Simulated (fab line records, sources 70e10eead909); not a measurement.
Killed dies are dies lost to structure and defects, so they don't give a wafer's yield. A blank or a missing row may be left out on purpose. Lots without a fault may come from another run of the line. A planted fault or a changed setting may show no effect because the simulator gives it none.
Which tool did it? | flow nand_harc | 24 lots, 72 wafers sampled, at 6 steps of a route of 1302

WHAT THE GAUGES READ, wafer by wafer
NHARC_A_CONTACT_CD_MEAS_53. Usual: cd_nm 289.8 nm, standard deviation 0.87.
lot  | measured     | on        | cd_nm (nm)        | flag
L074 | day 22 00:50 | cd_sem-03 | 289.8 291.1 289.9 |
L075 | day 22 05:38 | cd_sem-03 | 290.3 291.3 290.0 |
L076 | day 22 14:36 | cd_sem-01 | 289.8 290.7 290.4 |
L077 | day 23 02:40 | cd_sem-03 | 290.6 289.2 290.2 |
L078 | day 23 02:11 | cd_sem-03 | 291.1 289.5 290.6 |
L079 | day 24 03:53 | cd_sem-03 | 290.5 290.5 289.8 |
L080 | day 23 23:42 | cd_sem-03 | 289.0 289.1 289.5 |
L081 | day 24 15:38 | cd_sem-02 | 289.1 290.2 289.4 |
L082 | day 25 02:51 | cd_sem-01 | 289.3 288.6 289.2 |
L083 | day 25 03:37 | cd_sem-03 | 289.3 288.8 289.1 |
L085 | day 25 22:18 | cd_sem-01 | 290.1 289.6 289.9 |
L084 | day 25 19:26 | cd_sem-01 | 289.0 289.7 289.2 |
L087 | day 26 11:43 | cd_sem-03 | 288.7 289.9 290.1 |
L086 | day 26 09:58 | cd_sem-02 | 289.9 289.2 289.3 |
L089 | day 27 09:16 | cd_sem-02 | 287.9 288.5 287.7 |
L088 | day 27 08:42 | cd_sem-03 | 290.3 290.2 289.9 |
L091 | day 28 09:34 | cd_sem-02 | 290.1 290.1 290.7 |
L090 | day 28 06:23 | cd_sem-03 | 291.5 290.4 291.0 |
L092 | day 29 14:44 | cd_sem-01 | 290.3 291.3 290.9 |
L093 | day 29 14:38 | cd_sem-02 | 290.3 289.2 289.6 |
L095 | day 30 08:47 | cd_sem-01 | 290.2 291.4 290.1 |
L094 | day 30 07:37 | cd_sem-02 | 288.7 289.6 288.7 |
L096 | day 30 19:59 | cd_sem-02 | 290.6 290.0 290.6 |
L097 | day 31 01:49 | cd_sem-02 | 288.6 288.6 287.6 |

WHICH TOOL RAN EACH LOT (tool, then ch and the chambers of the sampled wafers, then the start)
lot  | NHARC_A_SGD_CUT_STRIP_17                      | NHARC_A_SLIT_DEP_25             | NHARC_A_WL_FILL_ALD_02              | NHARC_A_WL_FILL_CVD_20                   | NHARC_A_CONTACT_ETCH_111
L074 | rie_diel-04 ch 1,2, day 19 22:08 or earlier   | pecvd-01 ch 0,2, day 19 22:08   | ald_metal-01 ch 0,1, day 20 16:46   | cvd_w-01 ch 0,1, day 21 20:45 or earlier | har_cap_etch-03 ch 0,1, day 21 20:45
L075 | rie_diel-11 ch 2,3, day 20 04:46 or earlier   | pecvd-03 ch 0,1,2, day 20 04:46 | ald_metal-01 ch 1,3, day 21 00:13   | cvd_w-01 ch 0,1, day 22 02:25 or earlier | har_cap_etch-02 ch 0,1, day 22 02:25
L076 | rie_diel-12 ch 1,2,3, day 20 12:05 or earlier | pecvd-04 ch 0,1,2, day 20 12:05 | ald_metal-01 ch 0,1,2, day 21 06:36 | cvd_w-01 ch 0,1, day 22 11:19 or earlier | har_cap_etch-01 ch 0,1, day 22 11:19
L077 | rie_diel-12 ch 0,1,2, day 21 00:17 or earlier | pecvd-03 ch 1,2, day 21 00:17   | ald_metal-02 ch 0,1,2, day 21 19:07 | cvd_w-02 ch 0,1, day 22 23:21 or earlier | har_cap_etch-01 ch 0,1, day 22 23:21
L078 | rie_diel-11 ch 1,3, day 21 00:15 or earlier   | pecvd-04 ch 0,1, day 21 00:15   | ald_metal-03 ch 1,3, day 21 19:09   | cvd_w-02 ch 1, day 22 22:56 or earlier   | har_cap_etch-03 ch 0,1, day 22 22:56
L079 | rie_diel-12 ch 0,2,3, day 21 23:30 or earlier | pecvd-04 ch 1,2, day 21 23:30   | ald_metal-03 ch 0,2,3, day 22 22:54 | cvd_w-01 ch 0,1, day 24 00:38 or earlier | har_cap_etch-02 ch 0,1, day 24 00:38
L080 | rie_diel-11 ch 0,1,2, day 21 23:44 or earlier | pecvd-04 ch 0,1, day 21 23:44   | ald_metal-03 ch 0,2,3, day 22 18:10 | cvd_w-01 ch 0,1, day 23 20:26 or earlier | har_cap_etch-01 ch 0,1, day 23 20:26
L081 | rie_diel-04 ch 1,2,3, day 22 06:40 or earlier | pecvd-01 ch 0,2, day 22 06:40   | ald_metal-03 ch 0,3, day 23 06:00   | cvd_w-02 ch 0,1, day 24 12:23 or earlier | har_cap_etch-01 ch 0,1, day 24 12:23
L082 | rie_diel-11 ch 2,3, day 23 00:59 or earlier   | pecvd-04 ch 0,2, day 23 00:59   | ald_metal-01 ch 0,2, day 23 19:24   | cvd_w-01 ch 0,1, day 24 23:37 or earlier | har_cap_etch-01 ch 0,1, day 24 23:37
L083 | rie_diel-04 ch 0,1, day 23 01:12 or earlier   | pecvd-03 ch 0,1,2, day 23 01:12 | ald_metal-02 ch 0,3, day 23 19:34   | cvd_w-02 ch 0,1, day 25 00:22 or earlier | har_cap_etch-02 ch 0,1, day 25 00:22
L085 | rie_diel-12 ch 0,1,3, day 23 17:43 or earlier | pecvd-04 ch 0,1, day 23 17:43   | ald_metal-03 ch 0,3, day 24 13:55   | cvd_w-02 ch 0,1, day 25 19:04 or earlier | har_cap_etch-02 ch 0,1, day 25 19:04
L084 | rie_diel-11 ch 1,2, day 23 17:40 or earlier   | pecvd-03 ch 0,1, day 23 17:40   | ald_metal-02 ch 1,2, day 24 14:02   | cvd_w-02 ch 0,1, day 25 16:11 or earlier | har_cap_etch-01 ch 0,1, day 25 16:11
L087 | rie_diel-11 ch 1,3, day 24 06:55 or earlier   | pecvd-01 ch 0,1,2, day 24 06:55 | ald_metal-01 ch 0,2, day 25 03:58   | cvd_w-02 ch 0,1, day 26 08:28 or earlier | har_cap_etch-03 ch 0,1, day 26 08:28
L086 | rie_diel-12 ch 0,3, day 24 07:09 or earlier   | pecvd-01 ch 0,1,2, day 24 07:09 | ald_metal-02 ch 2,3, day 25 04:04   | cvd_w-01 ch 0,1, day 26 06:41 or earlier | har_cap_etch-02 ch 0,1, day 26 06:41
L089 | rie_diel-11 ch 0,1, day 25 07:37 or earlier   | pecvd-01 ch 0,1,2, day 25 07:37 | ald_metal-01 ch 0,1, day 26 02:25   | cvd_w-01 ch 0,1, day 27 05:53 or earlier | har_cap_etch-02 ch 0,1, day 27 05:53
L088 | rie_diel-12 ch 0,2, day 25 07:33 or earlier   | pecvd-04 ch 1, day 25 07:33     | ald_metal-03 ch 0,2, day 26 02:34   | cvd_w-01 ch 0,1, day 27 05:25 or earlier | har_cap_etch-01 ch 0,1, day 27 05:25
L091 | rie_diel-12 ch 1,2,3, day 26 07:21 or earlier | pecvd-03 ch 0,1,2, day 26 07:21 | ald_metal-03 ch 0,2,3, day 27 01:55 | cvd_w-02 ch 0,1, day 28 06:19 or earlier | har_cap_etch-03 ch 0,1, day 28 06:19
L090 | rie_diel-12 ch 1,2, day 26 07:19 or earlier   | pecvd-01 ch 1,2, day 26 07:19   | ald_metal-01 ch 1,2,3, day 27 02:01 | cvd_w-01 ch 0,1, day 28 03:07 or earlier | har_cap_etch-01 ch 1, day 28 03:07
L092 | rie_diel-11 ch 0,3, day 27 07:55 or earlier   | pecvd-03 ch 0,2, day 27 07:55   | ald_metal-03 ch 2,3, day 28 02:47   | cvd_w-01 ch 0,1, day 29 08:39 or earlier | har_cap_etch-02 ch 0,1, day 29 08:39
L093 | rie_diel-04 ch 0,2, day 27 07:49 or earlier   | pecvd-01 ch 0,2, day 27 07:49   | ald_metal-01 ch 0,2, day 28 06:36   | cvd_w-02 ch 0,1, day 29 11:20 or earlier | har_cap_etch-03 ch 0,1, day 29 11:20
L095 | rie_diel-11 ch 0,2,3, day 28 05:59 or earlier | pecvd-01 ch 1,2, day 28 05:59   | ald_metal-02 ch 0,1,2, day 29 01:53 | cvd_w-01 ch 0,1, day 30 05:32 or earlier | har_cap_etch-01 ch 0,1, day 30 05:32
L094 | rie_diel-04 ch 0,3, day 28 06:11 or earlier   | pecvd-03 ch 0,1,2, day 28 06:11 | ald_metal-03 ch 0,2,3, day 29 01:57 | cvd_w-02 ch 0,1, day 30 04:22 or earlier | har_cap_etch-03 ch 0,1, day 30 04:22
L096 | rie_diel-12 ch 1,3, day 28 18:37 or earlier   | pecvd-03 ch 1,2, day 28 18:37   | ald_metal-02 ch 0,1,2, day 29 13:51 | cvd_w-02 ch 1, day 30 16:18 or earlier   | har_cap_etch-01 ch 1, day 30 16:18
L097 | rie_diel-04 ch 0,2,3, day 28 18:34 or earlier | pecvd-04 ch 0,1,2, day 28 18:34 | ald_metal-01 ch 0,2,3, day 29 13:38 | cvd_w-01 ch 0,1, day 30 22:35 or earlier | har_cap_etch-02 ch 0,1, day 30 22:35
- NHARC_A_SGD_CUT_STRIP_17: strips in O2.
- NHARC_A_SLIT_DEP_25: deposits SiO2, target thk 200 nm.
- NHARC_A_WL_FILL_ALD_02: deposits TiN, target thk 2 nm, pulse time 3 s, ald cycles 100.
- NHARC_A_WL_FILL_CVD_20: deposits W, target thk 100 nm, time 74 s.
- NHARC_A_CONTACT_ETCH_111: etches the open film in C4F8/O2/Ar, time 140 s, target depth 700 nm.

WHAT THE TOOLS THEMSELVES READ (means of the sampled wafers that have a number; where no wafer has one, the mark that the record gives instead)
NHARC_A_SGD_CUT_STRIP_17. Usual: drypump_motor_current_A 5.8 A, standard deviation 0.54; oes_product_au 0.995 a.u., standard deviation 0.011; rf_vpp_V 57.7 V, standard deviation 1; showerhead_plenum_p_Torr 3.50 Torr, standard deviation 0.14; throttle_valve_pct 17.036 %, standard deviation 0.009.
lot  | tool        | drypump_motor_current_A (A) | oes_product_au (a.u.) | rf_vpp_V (V) | showerhead_plenum_p_Torr (Torr) | throttle_valve_pct (%) | flag
L074 | rie_diel-04 | 5.8                         | 0.991                 | 59.0         | 3.64                            | 17.029                 |
L075 | rie_diel-11 | 5.9                         | 1.000                 | 57.6         | 3.69                            | 17.043                 |
L076 | rie_diel-12 | 5.6                         | 1.003                 | 56.8         | 3.56                            | 17.033                 |
L077 | rie_diel-12 | 5.2                         | 0.995                 | 57.2         | 3.52                            | 17.033                 |
L078 | rie_diel-11 | 5.8                         | 0.989                 | 58.0         | 3.46                            | 17.028                 |
L079 | rie_diel-12 | 5.3                         | 0.993                 | 58.2         | 3.49                            | 17.036                 |
L080 | rie_diel-11 | 6.3                         | 1.000                 | 58.3         | 3.42                            | 17.030                 |
L081 | rie_diel-04 | 5.9                         | 0.996                 | 58.1         | 3.50                            | 17.039                 |
L082 | rie_diel-11 | 5.9                         | 1.005                 | 57.5         | 3.69                            | 17.032                 |
L083 | rie_diel-04 | 5.2                         | 1.006                 | 57.3         | 3.54                            | 17.039                 |
L085 | rie_diel-12 | 5.6                         | 0.998                 | 58.0         | 3.53                            | 17.026                 |
L084 | rie_diel-11 | 6.2                         | 0.991                 | 56.2         | 3.48                            | 17.029                 |
L087 | rie_diel-11 | 5.7                         | 0.984                 | 58.4         | 3.60                            | 17.031                 |
L086 | rie_diel-12 | 5.7                         | 0.996                 | 58.1         | 3.50                            | 17.028                 |
L089 | rie_diel-11 | 6.1                         | 0.980                 | 56.9         | 3.33                            | 17.040                 |
L088 | rie_diel-12 | 4.9                         | 0.996                 | 58.3         | 3.45                            | 17.039                 |
L091 | rie_diel-12 | 5.5                         | 1.007                 | 57.2         | 3.55                            | 17.036                 |
L090 | rie_diel-12 | 5.2                         | 0.998                 | 57.9         | 3.54                            | 17.032                 |
L092 | rie_diel-11 | 6.3                         | 0.985                 | 57.1         | 3.51                            | 17.039                 |
L093 | rie_diel-04 | 5.6                         | 0.992                 | 57.4         | 3.38                            | 17.031                 |
L095 | rie_diel-11 | 6.2                         | 0.986                 | 58.9         | 3.57                            | 17.041                 |
L094 | rie_diel-04 | 5.3                         | 1.003                 | 57.4         | 3.39                            | 17.036                 |
L096 | rie_diel-12 | 6.0                         | 1.015                 | 57.7         | 3.56                            | 17.040                 |
L097 | rie_diel-04 | 5.7                         | 0.999                 | 57.1         | 3.37                            | 17.036                 |

NHARC_A_SLIT_DEP_25. Usual: heater_power_w 566 W, standard deviation 100; throttle_valve_pct 15.9 %, standard deviation 0.46.
lot  | tool     | heater_power_w (W) | throttle_valve_pct (%) | flag
L074 | pecvd-01 | 598                | 15.6                   |
L075 | pecvd-03 | 597                | 16.1                   |
L076 | pecvd-04 | 491                | 15.9                   |
L077 | pecvd-03 | 620                | 16.4                   |
L078 | pecvd-04 | 395                | 15.7                   |
L079 | pecvd-04 | 574                | 16.1                   |
L080 | pecvd-04 | 461                | 15.7                   |
L081 | pecvd-01 | 532                | 15.6                   |
L082 | pecvd-04 | 637                | 16.2                   |
L083 | pecvd-03 | 606                | 16.2                   |
L085 | pecvd-04 | 404                | 15.6                   |
L084 | pecvd-03 | 580                | 16.2                   |
L087 | pecvd-01 | 551                | 15.4                   |
L086 | pecvd-01 | 560                | 15.4                   |
L089 | pecvd-01 | 567                | 15.5                   |
L088 | pecvd-04 | 424                | 15.8                   |
L091 | pecvd-03 | 643                | 16.0                   |
L090 | pecvd-01 | 522                | 15.9                   |
L092 | pecvd-03 | 657                | 15.9                   |
L093 | pecvd-01 | 620                | 15.4                   |
L095 | pecvd-01 | 540                | 15.9                   |
L094 | pecvd-03 | 633                | 16.2                   |
L096 | pecvd-03 | 619                | 16.1                   |
L097 | pecvd-04 | 527                | 15.9                   |

NHARC_A_WL_FILL_ALD_02. Usual: heater_power_w 1069 W, standard deviation 100; precursor_pulse_height_rel 1.001, standard deviation 0.019.
lot  | tool         | heater_power_w (W) | precursor_pulse_height_rel | flag
L074 | ald_metal-01 | 1109               | 1.020                      |
L075 | ald_metal-01 | 1049               | 1.005                      |
L076 | ald_metal-01 | 1161               | 1.012                      |
L077 | ald_metal-02 | 1068               | 1.004                      |
L078 | ald_metal-03 | 946                | 0.988                      |
L079 | ald_metal-03 | 1084               | 0.993                      |
L080 | ald_metal-03 | 1090               | 1.007                      |
L081 | ald_metal-03 | 1049               | 1.006                      |
L082 | ald_metal-01 | 1175               | 0.990                      |
L083 | ald_metal-02 | 989                | 1.009                      |
L085 | ald_metal-03 | 980                | 0.993                      |
L084 | ald_metal-02 | 1068               | 0.995                      |
L087 | ald_metal-01 | 1167               | 0.996                      |
L086 | ald_metal-02 | 954                | 1.005                      |
L089 | ald_metal-01 | 1192               | 1.018                      |
L088 | ald_metal-03 | 1083               | 0.998                      |
L091 | ald_metal-03 | 1025               | 0.996                      |
L090 | ald_metal-01 | 1128               | 0.989                      |
L092 | ald_metal-03 | 979                | 0.999                      |
L093 | ald_metal-01 | 1186               | 1.010                      |
L095 | ald_metal-02 | 1046               | 0.995                      |
L094 | ald_metal-03 | 1020               | 0.985                      |
L096 | ald_metal-02 | 1069               | 0.999                      |
L097 | ald_metal-01 | 1122               | 1.027                      |

NHARC_A_WL_FILL_CVD_20. Usual: heater_power_w 807 W, standard deviation 22; throttle_valve_pct 7.9 %, standard deviation 0.34.
lot  | tool     | heater_power_w (W) | throttle_valve_pct (%) | flag
L074 | cvd_w-01 | 810                | 8.3                    |
L075 | cvd_w-01 | 789                | 8.2                    |
L076 | cvd_w-01 | 790                | 8.3                    |
L077 | cvd_w-02 | 805                | 7.7                    |
L078 | cvd_w-02 | 794                | 7.3                    |
L079 | cvd_w-01 | 810                | 8.2                    |
L080 | cvd_w-01 | 790                | 8.2                    |
L081 | cvd_w-02 | 815                | 7.4                    |
L082 | cvd_w-01 | 793                | 8.1                    |
L083 | cvd_w-02 | 844                | 7.7                    |
L085 | cvd_w-02 | 820                | 7.7                    |
L084 | cvd_w-02 | 824                | 7.6                    |
L087 | cvd_w-02 | 821                | 7.7                    |
L086 | cvd_w-01 | 810                | 8.1                    |
L089 | cvd_w-01 | 798                | 8.2                    |
L088 | cvd_w-01 | 792                | 8.1                    |
L091 | cvd_w-02 | 824                | 7.6                    |
L090 | cvd_w-01 | 785                | 8.0                    |
L092 | cvd_w-01 | 798                | 8.2                    |
L093 | cvd_w-02 | 831                | 7.5                    |
L095 | cvd_w-01 | 795                | 8.3                    |
L094 | cvd_w-02 | 810                | 7.6                    |
L096 | cvd_w-02 | 804                | 7.4                    |
L097 | cvd_w-01 | 809                | 8.1                    |

THE ANSWER, worked out from the rows above alone
Rule: a lot is off if the mean of its wafers that have a number lies more than 3 standard deviations from the usual mean. A lot without any number at a reading at which 4 lots or more have one is off too. The other lots that the step has rows for count as sound. The gauges are gone through in route order, then the tools' own readings, and for those a lot's mean is taken as printed above. The first step at which some lot is off is used, and at that step the reading that is off furthest; a lot without a number counts as furthest.
No lot is off at any reading shown: from this, nothing can be told.

WHAT THE SIMULATOR HAD PUT IN
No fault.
